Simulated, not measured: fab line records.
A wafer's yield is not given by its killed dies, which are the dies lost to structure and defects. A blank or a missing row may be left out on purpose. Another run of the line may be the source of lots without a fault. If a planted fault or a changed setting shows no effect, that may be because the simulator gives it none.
Split-lot trial | flow n5-finfet | 21 wafers read across 7 lots, on a route 1938 steps long

SPLIT DETAILS
At N5_SDB_EXPOSE_08 (exposes mask SDB), the setting dose-mj was moved away from the recipe's 49.6 on 6 of the 21 wafers read, by -4.6% to -3.3%. All remaining wafers had this setting at the recipe value.

FROM THE SPLIT TO THE READING: what the file shows between them, 2 steps
- N5_SDB_PEB_09: peb time 60 s
- N5_SDB_DEVELOP_10: develop time 30 s

THE READING
cd-nm at N5_SDB_CD_MEAS_11, given in nm (cd target 50 nm). Fault-free wafers of this fab line usually give 49.8 nm, standard deviation 1.2 nm.

wafer  | tool, chamber at the split | dose-mj as run | against the recipe | cd-nm, nm | against lot-mates on the recipe
L075.1 | arfi-scanner-01, 0         | 49.6           | recipe             | 51.3      | -
L075.4 | arfi-scanner-01, 0         | 49.6           | recipe             | 51.5      | -
L075.6 | arfi-scanner-01, 0         | 49.6           | recipe             | 49.4      | -
L076.1 | arfi-scanner-02, 0         | 49.6           | recipe             | 48.1      | -
L076.4 | arfi-scanner-02, 0         | 49.6           | recipe             | 48.4      | -
L076.6 | arfi-scanner-02, 0         | 47.37          | -4.5%              | 45.7      | -2.5
L077.2 | arfi-scanner-03, 0         | 49.6           | recipe             | 51.0      | -
L077.3 | arfi-scanner-03, 0         | 47.31          | -4.6%              | 45.2      | -5.8
L077.4 | arfi-scanner-03, 0         | 47.31          | -4.6%              | 46.6      | -4.4
L078.1 | arfi-scanner-03, 0         | 47.82          | -3.6%              | 45.3      | -3.5
L078.4 | arfi-scanner-03, 0         | 47.82          | -3.6%              | 45.1      | -3.7
L078.6 | arfi-scanner-03, 0         | 49.6           | recipe             | 48.8      | -
L079.1 | arfi-scanner-03, 0         | 49.6           | recipe             | 49.5      | -
L079.3 | arfi-scanner-03, 0         | 49.6           | recipe             | 50.3      | -
L079.4 | arfi-scanner-03, 0         | 49.6           | recipe             | 50.0      | -
L080.1 | arfi-scanner-02, 0         | 49.6           | recipe             | 50.8      | -
L080.4 | arfi-scanner-02, 0         | 49.6           | recipe             | 50.4      | -
L080.6 | arfi-scanner-02, 0         | 49.6           | recipe             | 49.2      | -
L094.4 | arfi-scanner-03, 0         | 49.6           | recipe             | 49.5      | -
L094.5 | arfi-scanner-03, 0         | 47.97          | -3.3%              | 46.2      | -2.7
L094.6 | arfi-scanner-03, 0         | 49.6           | recipe             | 48.3      | -

FIT RESULTS
A straight line over all 21 wafers: cd-nm changes by +0.982 nm for each +1% of dose-mj; r = +0.87; the points scatter about the line by 1.1 nm.
The same after taking each lot's own level away (the mean of its wafers on the recipe; 21 wafers): +0.939 nm for each +1%; r = +0.93; scatter 0.74 nm.
That fit puts the effect of the largest move of dose-mj on the reading at 4.3 nm.
Measured against the standard deviation above, the lots' own levels, which go from 48.25 to 51.00 nm, span 2.3 times it.
The two slopes agree, so the slope changes little with the lot-to-lot level.
Check: with one of the wafers moved furthest among these (-4.6%) left out of the fit, the line predicts -3.93 nm for it against its lot-mates. It came out at -5.8 nm against them.

THESE WAFERS: OTHER SPLITS
These wafers also went through other splits before the reading. Each is held against what the fit with the lots' levels taken away leaves over:
other split on the same wafers            | wafers away from the commonest value | r with cd-nm (lot level and that fit taken away)
N5_WELL_APT_COAT_19 spin-rpm              | 5                                    | +0.37
N5_PMOS_HMC_CHANNEL_EPI_PEB_07 peb-temp-c | 2                                    | +0.12
N5_DUMMY_GATE_COAT_28 spin-rpm            | 7                                    | +0.20
N5_SD_EPI_N_PEB_07 peb-time-s             | 10                                   | -0.22
N5_SD_EPI_N_DESCUM_14 time-s              | 8                                    | +0.34

FILE'S OWN FIT
cd-nm changes by +0.873 nm for each +1% of dose-mj, r = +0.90.
